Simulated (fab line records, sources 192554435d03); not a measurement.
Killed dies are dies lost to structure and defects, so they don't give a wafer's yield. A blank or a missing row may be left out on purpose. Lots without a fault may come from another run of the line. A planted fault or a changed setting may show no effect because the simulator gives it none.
fab line records | flow n5_finfet | part 2 of 2: steps 5 to 6 of 6
record lots=21 wafers=63 last_day=17
route steps=1938 shown BEOL_M7@1310 BEOL_M8@1346 BEOL_M9@1418
lots that met no fault: from a run of the same line without faults
start_h: hours from the record's first day to the start of the lot's first wafer shown | wait_h: hours since the lot's step before | " the same as in the row above | L1.1+2: a row that stands for several wafers | - no value, or no start given | * or withheld: withheld | < > ~ a bound
route shown NAME@n: a module of which the file shows steps, and the number in the route of the first | usual: mean/standard deviation of fault-free wafers | same: alike in all rows | chamber/n: place in a boat | sites: the reading at each site | _std_site: their standard deviation | _edge_site: outer sites' mean less inner sites' | radius_mm: how far each site lies from the wafer's centre | mask NAME#n: copy n | behind: the tool/chamber that last shaped the wafer | hold: why the lot was held/for how many hours/how that ended | device: the transistor (n, p or np) that didn't switch | end of line: the same wafers' tests at the end of the route | a step without rows: its recipe alone | killed: dies lost to structure and defects at the first sort, not the wafer's yield | map: a wafer's dies, x killed, . not, _ none there
set.NAME: the setting as run; set.NAME@STEP: as run at that earlier step | model.NAME: the simulator's own value behind a step, which no gauge read
steps of the route over a sample of lots; a table a step, a row a wafer
services: from which hour (start_h, from the record's first day; less than 0 if before it) a tool's chamber was out of use, for how many hours, and why
## steps
# step N5_BEOL_M8_STRIP_19
# recipe chemistry=O2 power_w=400 temp_c=40 pressure_mtorr=30 rf_frequency_hz=6e+07 bias_power_w=0 overash_fraction=0.2 o2_flow_sccm=225
# usual drypump_motor_current_A=5.7/0.54 oes_product_au=0.77/0.08 rf_vpp_V=3.6/0.66 showerhead_plenum_p_Torr=2.08/0.073 throttle_valve_pct=16.80/0.21
# columns lot.wafer tool chamber start_h wait_h drypump_motor_current_A oes_product_au rf_hours_counter_h rf_vpp_V showerhead_plenum_p_Torr throttle_valve_pct
L075.1 rie_diel-04 0 210.68 0.1 6.0 0.75 143 3.3 2.18 16.77
L075.3 " 2 " " 4.8 0.69 215 4.1 2.16 16.79
L075.4 " 1 " " 5.8 0.84 57 3.1 2.12 16.84
L076.2 rie_diel-05 1 222.93 0.1 6.1 0.72 214 4.1 1.97 16.97
L076.3 " 0 " " 5.7 0.72 197 5.2 2.08 17.07
L076.5 " 2 " " 6.5 0.78 - 3.7 2.10 16.63
L077.2 rie_diel-05 2 229.83 0.1 6.5 0.77 146 4.5 2.10 16.64
L077.5 " 2 " " 6.5 0.78 - 4.7 2.10 16.64
L077.6 " 3 " " 5.4 0.74 - 2.8 2.09 16.78
L081.1 rie_diel-04 1 231.53 0.1 5.8 0.83 65 2.5 2.12 16.82
L081.5 " 0 " " 6.0 0.74 - 3.4 2.18 16.80
L081.6 " 1 " " 5.8 0.83 - 2.4 2.12 16.85
L080.3 rie_diel-06 1 232.69 0.1 5.6 0.70 200 3.6 1.92 17.00
L080.4 " 2 " " 5.6 0.88 40 3.3 2.14 16.49
L080.5 " 0 " " 6.4 0.98 - 3.2 2.06 16.37
L079.1 rie_diel-06 1 234.67 0.1 5.6 0.72 201 4.0 1.92 16.99
L079.3 " 3 " " 5.1 0.89 30 3.3 2.06 16.51
L079.4 " 2 " " 5.6 0.88 41 3.2 2.14 16.50
L078.1 rie_diel-04 1 241.86 0.2 5.8 0.83 69 3.4 2.12 16.84
L078.5 " 0 " " 6.0 0.74 - 4.7 2.18 16.81
L078.6 " 1 " " 5.8 0.82 - 5.0 2.12 16.84
L082.3 rie_diel-04 2 241.90 0.1 4.8 0.69 228 3.7 2.16 16.87
L082.4 " 1 " " 5.8 0.83 69 3.7 2.12 16.82
L082.6 " 0 " " 6.0 0.73 - 3.1 2.18 16.82
L083.2 rie_diel-05 3 252.82 0.1 5.4 0.74 194 3.4 2.09 16.80
L083.4 " 0 " " 5.8 0.71 - 2.9 2.08 17.09
L083.5 " 3 " " 5.4 0.74 - 3.6 2.09 16.79
L085.2 rie_diel-05 0 278.19 0.2 5.8 0.70 219 3.3 2.08 17.09
L085.3 " 3 " " 5.4 0.72 203 4.5 2.08 16.78
L085.4 " 2 " " 6.5 0.76 167 2.7 2.09 16.67
L086.1 rie_diel-06 0 290.84 0.1 6.5 0.93 24 3.5 2.05 16.41
L086.3 " 1 " " 5.6 0.70 222 4.2 1.92 17.05
L086.4 " 2 " " 5.6 0.86 58 4.8 2.13 16.53
L089.1 rie_diel-06 1 291.20 0.1 5.6 0.70 223 3.7 1.92 17.02
L089.3 " 0 " " 6.5 0.92 24 2.7 2.05 16.40
L089.4 " 3 " " 5.1 0.85 51 4.0 2.05 16.57
L091.2 rie_diel-04 3 291.27 0.1 4.9 0.70 198 4.3 2.00 17.02
L091.3 " 2 " " 4.9 0.68 245 3.2 2.15 16.87
L091.5 " 2 " " 4.8 0.68 - 4.3 2.15 16.87
L090.1 rie_diel-04 1 297.83 0.2 5.8 0.82 90 3.6 2.11 16.88
L090.4 " 3 " " 4.9 0.70 199 2.7 2.00 17.03
L090.6 " 0 " " 6.0 0.72 - 2.3 2.17 16.83
L088.3 rie_diel-05 2 301.28 0.1 6.5 0.75 175 3.8 2.09 16.71
L088.5 " 2 " " 6.5 0.75 - 3.4 2.09 16.68
L088.6 " 3 " " 5.4 0.72 - 3.3 2.08 16.82
L093.3 rie_diel-04 0 307.94 0.1 6.0 0.71 178 3.6 2.17 16.84
L093.4 " 2 " " 4.9 0.68 249 3.8 2.15 16.89
L093.5 " 1 " " 5.8 0.79 - 3.7 2.11 16.89
L092.4 rie_diel-04 3 317.08 0.1 4.9 0.69 - 3.2 2.00 17.02
L092.5 " 1 " " 5.8 0.79 - 3.6 2.11 16.91
L092.6 " 0 " " 6.0 0.71 - 2.5 2.17 16.86
L094.1 rie_diel-05 1 325.69 0.1 6.1 0.71 249 2.8 1.96 17.02
L094.4 " 3 " " 5.4 0.72 221 2.1 2.08 16.84
L094.6 " 1 " " 6.1 0.69 - 4.5 1.96 17.05
L096.1 rie_diel-06 2 343.98 0.2 5.6 0.83 79 4.6 2.13 16.54
L096.3 " 1 " " 5.6 0.69 243 2.5 1.91 17.07
L096.5 " 0 " " 6.4 0.89 - 2.9 2.04 16.43
L095.1 rie_diel-06 3 344.61 0.1 5.1 0.82 70 3.4 2.05 16.60
L095.3 " 0 " " 6.5 0.88 44 3.7 2.04 16.43
L095.4 " 1 " " 5.6 0.68 244 3.8 1.91 17.08
L097.3 rie_diel-04 1 344.71 0.1 5.8 0.79 102 5.0 2.11 16.92
L097.4 " 2 " " 4.9 1.03 1 3.8 2.15 16.41
L097.6 " 3 " " 4.9 0.69 - 4.5 2.00 17.06
# step N5_BEOL_M9_ETCH_61
# recipe chemistry=CF4 target=SiARC target_depth_a=390 mask_material=CAR-ArF time_s=65 ion_energy_ev=80 pressure_mtorr=40 source_w=545 bias_w=36 Ar_flow_sccm=100 cf4_flow_sccm=100 ends=cleared
# usual cf4_flow_sccm=100.01/0.29 drypump_motor_current_A=5.6/0.51 etch_rf_on_time_s=65.3/1.4 oes_product_au=0.64/0.05 rf_vpp_V=184.3/1.4 showerhead_plenum_p_Torr=2.16/0.081 throttle_valve_pct=15.75/0.19
# columns lot.wafer tool chamber start_h wait_h cf4_flow_sccm drypump_motor_current_A etch_rf_on_time_s oes_product_au rf_hours_counter_h rf_vpp_V showerhead_plenum_p_Torr throttle_valve_pct
L075.1 rie_diel-03 3 219.85 0.0 100.18 5.9 65.5 0.65 118 184.3 2.23 15.67
L075.3 " 2 " " 99.53 6.5 65.4 0.63 166 185.2 2.22 15.47
L075.4 " 3 " " 100.00 5.8 65.4 0.65 - 184.0 2.23 15.66
L076.2 rie_diel-03 2 230.65 0.0 99.61 6.4 65.6 0.62 171 184.0 2.22 15.51
L076.3 " 1 " " 99.67 5.2 65.1 0.62 169 183.2 2.14 15.86
L076.5 " 0 " " 100.25 5.3 64.9 0.63 - 182.3 2.14 16.01
L077.2 rie_diel-03 2 238.40 0.0 100.13 6.4 66.0 0.63 173 184.6 2.22 15.50
L077.5 " 3 " " 99.89 5.8 66.0 0.64 - 185.2 2.23 15.68
L077.6 " 0 " " 99.67 5.3 65.1 0.62 - 183.1 2.14 15.99
L081.1 rie_diel-03 3 238.97 0.0 100.22 5.8 66.0 0.65 125 185.6 2.23 15.66
L081.5 " 2 " " 100.01 6.4 65.8 0.62 - 185.0 2.22 15.50
L081.6 " 3 " " 99.66 5.9 66.2 0.64 - 185.2 2.23 15.65
L080.3 rie_diel-03 2 240.99 0.0 100.34 6.4 65.5 0.62 174 185.4 2.22 15.52
L080.4 " 0 " " 100.35 5.3 64.3 0.62 193 184.6 2.14 16.00
L080.5 " 2 " " 100.09 6.4 65.1 0.62 - 186.0 2.22 15.51
L079.1 rie_diel-01 2 242.10 0.0 100.08 4.8 62.2 0.77 36 186.1 2.25 15.44
L079.3 " 3 " " 100.07 5.2 61.8 0.65 174 184.2 2.13 15.85
L079.4 " 1 " " 99.90 5.8 65.2 0.72 55 184.0 2.25 15.72
L078.1 rie_diel-01 1 248.63 0.0 99.92 5.8 66.7 0.70 58 186.5 2.25 15.73
L078.5 " 3 " " 99.88 5.2 62.7 0.64 - 183.1 2.13 15.85
L078.6 " 0 " " 99.89 6.2 67.1 0.59 - 184.9 2.21 15.84
L082.3 rie_diel-02 1 251.37 0.0 100.25 4.9 66.2 0.59 224 183.2 2.04 15.42
L082.4 " 0 " " 99.95 5.3 66.2 0.61 190 183.9 2.13 15.88
L082.6 " 1 " " 99.37 4.9 66.9 0.59 - 182.5 2.04 15.40
L083.2 rie_diel-02 3 261.54 0.0 99.99 5.6 66.2 0.71 79 185.3 2.25 15.56
L083.4 " 2 " " 100.12 6.0 65.5 0.65 135 182.0 1.98 15.94
L083.5 " 2 " " 100.05 6.1 65.4 0.64 - 182.5 1.98 15.94
L085.2 rie_diel-01 0 286.77 0.0 100.40 6.2 66.3 0.59 219 184.4 2.21 15.84
L085.3 " 1 " " 100.44 5.8 65.8 0.70 69 184.6 2.25 15.77
L085.4 " 2 " " 100.36 4.8 63.1 0.76 48 186.0 2.25 15.47
L086.1 rie_diel-01 1 297.60 0.0 100.41 5.8 65.1 0.69 72 185.9 2.24 15.75
L086.3 " 0 " " 99.67 6.2 66.9 0.59 222 185.0 2.21 15.84
L086.4 " 3 " " 100.11 5.2 62.2 0.63 189 184.7 2.13 15.87
L089.1 rie_diel-03 1 298.68 0.0 100.04 5.2 66.2 0.60 189 183.0 2.13 15.90
L089.3 " 0 " " 99.84 5.3 65.1 0.61 210 184.8 2.13 16.04
L089.4 " 3 " " 99.76 5.8 66.6 0.63 142 184.7 2.22 15.69
L091.2 rie_diel-02 0 301.26 0.0 99.83 5.3 66.6 0.60 207 182.7 2.12 15.90
L091.3 " 2 " " 99.78 6.1 64.6 0.64 147 181.0 1.98 15.96
L091.5 " 2 " " 99.55 6.0 64.9 0.63 - 182.0 1.98 15.94
L090.1 rie_diel-03 3 304.89 0.0 100.15 5.8 66.6 0.63 144 185.3 2.22 15.71
L090.4 " 0 " " 99.89 5.3 64.5 0.61 212 185.1 2.13 16.03
L090.6 " 0 " " 100.03 5.3 64.9 0.61 - 182.6 2.13 16.04
L088.3 rie_diel-01 0 307.45 0.0 100.42 6.2 67.0 0.58 225 184.5 2.21 15.85
L088.5 " 3 " " 99.44 5.2 62.9 0.64 - 184.9 2.12 15.88
L088.6 " 2 " " 100.25 4.8 63.5 0.75 - 185.0 2.25 15.48
L093.3 rie_diel-03 0 313.86 0.0 99.69 5.3 64.7 0.62 215 184.4 2.13 16.04
L093.4 " 1 " " 100.06 5.2 67.6 0.59 194 185.0 2.13 15.91
L093.5 " 0 " " 99.41 5.3 65.1 0.61 - 184.0 2.13 16.04
L092.4 rie_diel-02 3 324.97 0.0 99.96 5.6 66.3 0.68 100 184.8 2.25 15.64
L092.5 " 2 " " 100.64 6.1 65.2 0.64 - 182.3 1.98 15.96
L092.6 " 3 " " 99.37 5.6 65.5 0.69 - 186.0 2.24 15.61
L094.1 rie_diel-01 0 331.72 0.0 100.31 6.2 66.3 0.58 232 185.5 2.20 15.87
L094.4 " 0 " " 99.91 6.2 66.8 0.57 - 184.3 2.20 15.85
L094.6 " 1 " " 99.77 5.8 66.4 0.68 - 185.3 2.24 15.79
L096.1 rie_diel-02 2 353.95 0.0 99.55 6.1 64.1 0.63 166 182.4 1.97 16.00
L096.3 " 0 " " 100.51 5.3 65.1 0.59 226 183.9 2.12 15.94
L096.5 " 0 " " 100.23 5.3 65.0 0.59 - 183.3 2.12 15.93
L095.1 rie_diel-03 3 354.92 0.0 99.49 5.8 66.8 0.62 159 184.5 2.22 15.73
L095.3 " 2 " " 100.07 6.5 65.6 0.60 213 185.9 2.20 15.58
L095.4 " 0 " " 100.79 5.3 64.9 0.60 233 183.2 2.12 16.06
L097.3 rie_diel-03 3 355.17 0.0 100.18 5.9 67.4 0.61 159 185.2 2.22 15.75
L097.4 " 2 " " 100.31 6.5 66.3 0.59 213 183.7 2.20 15.58
L097.6 " 1 " " 99.82 5.2 66.2 0.59 - 183.8 2.13 15.93
## services
# columns tool chamber start_h hours kind
rie_diel-04 3 191.39 5.6 repair
cmp-03 - 192.81 6.1 repair
cmp-02 - 202.31 4.0 pm
cmp-04 - 202.78 8.0 repair
rie_diel-03 0 215.28 6.4 repair
rie_diel-05 - 219.24 0.6 repair
rie_diel-06 - 226.50 4.3 pm
cmp-02 - 226.91 0.8 repair
cmp-02 - 236.26 5.6 pm
pvd_sputter-02 - 238.19 1.5 repair
rie_diel-01 - 250.99 1.8 repair
rie_diel-04 3 277.18 5.2 repair
cmp-04 - 278.18 1.3 repair
pvd_sputter-02 - 285.64 5.0 repair
rie_diel-02 2 286.38 3.2 repair
cmp-04 - 306.26 4.0 pm
rie_diel-03 3 322.36 15.4 repair
rie_diel-04 - 328.49 15.6 pm
rie_diel-03 1 337.77 14.5 repair
cmp-03 - 338.32 1.5 repair
pvd_sputter-03 - 338.72 1.8 repair
rie_diel-01 - 341.60 14.6 pm
cmp-04 - 343.66 1.1 repair
cmp-04 - 347.88 0.3 repair
